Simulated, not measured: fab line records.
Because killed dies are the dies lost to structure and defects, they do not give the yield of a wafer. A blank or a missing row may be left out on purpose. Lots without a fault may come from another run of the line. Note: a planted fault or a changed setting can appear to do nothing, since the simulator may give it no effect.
Chamber matching + flow n5 finfet + N5_FIN_SAQP_ETCH_52 on rie diel-05: 4 sister chambers
The step etches SOC in N2/H2, target depth 100 nm, overetch 20 nm, time 150 s. 4 wafers are shown with their chamber, then 8 later ones without.

WAFERS PAIRED WITH THEIR CHAMBERS
| wafer  | chamber | drypump motor current A (A) |
|--------|---------|-----------------------------|
| L088.5 | 1       | 4.9                         |
| L092.2 | 0       | 6.3                         |
| L092.6 | 2       | 5.9                         |
| L095.1 | 3       | 5.6                         |

WAFERS WHOSE CHAMBER IS MISSING
| wafer  | drypump motor current A (A) |
|--------|-----------------------------|
| L095.2 | 5.9                         |
| L095.4 | 6.3                         |
| L096.1 | 4.9                         |
| L096.3 | 6.0                         |
| L096.5 | 6.3                         |
| L097.1 | 5.9                         |
| L097.4 | 5.6                         |
| L097.5 | 4.9                         |

WHICH CHAMBER EACH ONE RAN IN
| wafer  | from the rows above | in truth |
|--------|---------------------|----------|
| L095.2 | 2                   | 2        |
| L095.4 | 0                   | 0        |
| L096.1 | 1                   | 1        |
| L096.3 | 2                   | 2        |
| L096.5 | 0                   | 0        |
| L097.1 | 2                   | 2        |
| L097.4 | 3                   | 3        |
| L097.5 | 1                   | 1        |
8 of 8 placed correctly. From these rows, 0 cannot be placed. Placed wrongly: 0.
How it was worked out, from the rows above alone: a wafer's distance from a chamber is the root of the sum, over the readings, of the square of ((its reading less the chamber's mean) divided by the reading's scatter). If the next closest chamber is less than 2 further off than the closest, the wafer can't be placed; otherwise it belongs to the closest. The mean given for a chamber averages the wafers shown for that chamber. The scatter: root of mean squared gap, hidden wafer to nearest shown wafer, with one shown wafer a chamber.
